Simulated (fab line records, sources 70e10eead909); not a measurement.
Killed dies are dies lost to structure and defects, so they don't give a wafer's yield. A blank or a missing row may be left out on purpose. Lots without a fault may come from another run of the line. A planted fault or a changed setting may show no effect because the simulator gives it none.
Chamber matching | flow nand_harc | NHARC_P_M1_CMP_23 on cmp-04: 4 sister chambers
The step polishes, t overpolish 20 s, target thk 157.82 nm. 16 wafers are shown with their chamber, then 8 later ones without.

WAFERS WITH THEIR CHAMBER
wafer  | chamber | motor_current_A (A) | time_to_endpoint_s (s)
L469.2 | 0       | 11.7                | 31.3
L469.3 | 2       | 11.3                | 31.3
L469.6 | 0       | 12.6                | 30.3
L474.1 | 0       | 12.8                | 28.4
L474.2 | 2       | 11.5                | 25.9
L474.6 | 3       | 11.2                | 27.6
L480.2 | 2       | 11.7                | 27.0
L480.4 | 0       | 12.8                | 25.7
L480.5 | 2       | 11.5                | 28.9
L484.1 | 0       | 11.9                | 26.5
L484.2 | 3       | 10.8                | 27.9
L484.4 | 2       | 11.3                | 27.4
L486.1 | 0       | 12.7                | 26.7
L486.2 | 1       | 10.6                | 26.8
L486.4 | 2       | 11.5                | 29.4
L487.1 | 2       | 11.3                | 26.9

SIGNATURES (means of the wafers above)
reading            | chamber 0 | chamber 1 | chamber 2 | chamber 3 | scatter within a chamber
motor_current_A    | 12.417    | 10.600    | 11.443    | 11.000    | 0.342
time_to_endpoint_s | 28.150    | 26.800    | 28.114    | 27.750    | 1.96
Rule: a wafer's distance from a chamber is the root of the sum, over the readings, of the square of ((its reading less the chamber's mean) divided by the reading's scatter). The wafer belongs to the nearest chamber; if the next one is less than 2 further off, it can't be placed. The scatter: the root of (the sum of the squares of (reading less its chamber's mean) over the shown wafers, divided by (wafers less chambers)).

WAFERS WITHOUT THEIR CHAMBER
wafer  | motor_current_A (A) | time_to_endpoint_s (s)
L487.2 | 11.3                | 26.0
L487.3 | 11.6                | 28.4
L488.1 | 10.2                | 28.3
L488.3 | 12.4                | 29.7
L488.5 | 12.7                | 28.3
L489.2 | 11.3                | 29.6
L489.4 | 10.8                | 31.0
L489.5 | 11.6                | 32.1

WHICH CHAMBER EACH WENT THROUGH
wafer  | from the rows above               | in truth
L487.2 | can't be placed: 2 or 3 or 1      | 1
L487.3 | can't be placed: 2 or 3 or 0      | 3
L488.1 | can't be placed: 1 or 3           | 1
L488.3 | 0                                 | 0
L488.5 | 0                                 | 0
L489.2 | can't be placed: 2 or 3 or 1      | 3
L489.4 | can't be placed: 3 or 1 or 2      | 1
L489.5 | can't be placed: 2 or 3 or 0 or 1 | 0
Placed correctly: 2 of 8. Can't be placed from these rows: 6 (the true chamber is among the candidates in 6). Placed wrongly: 0.
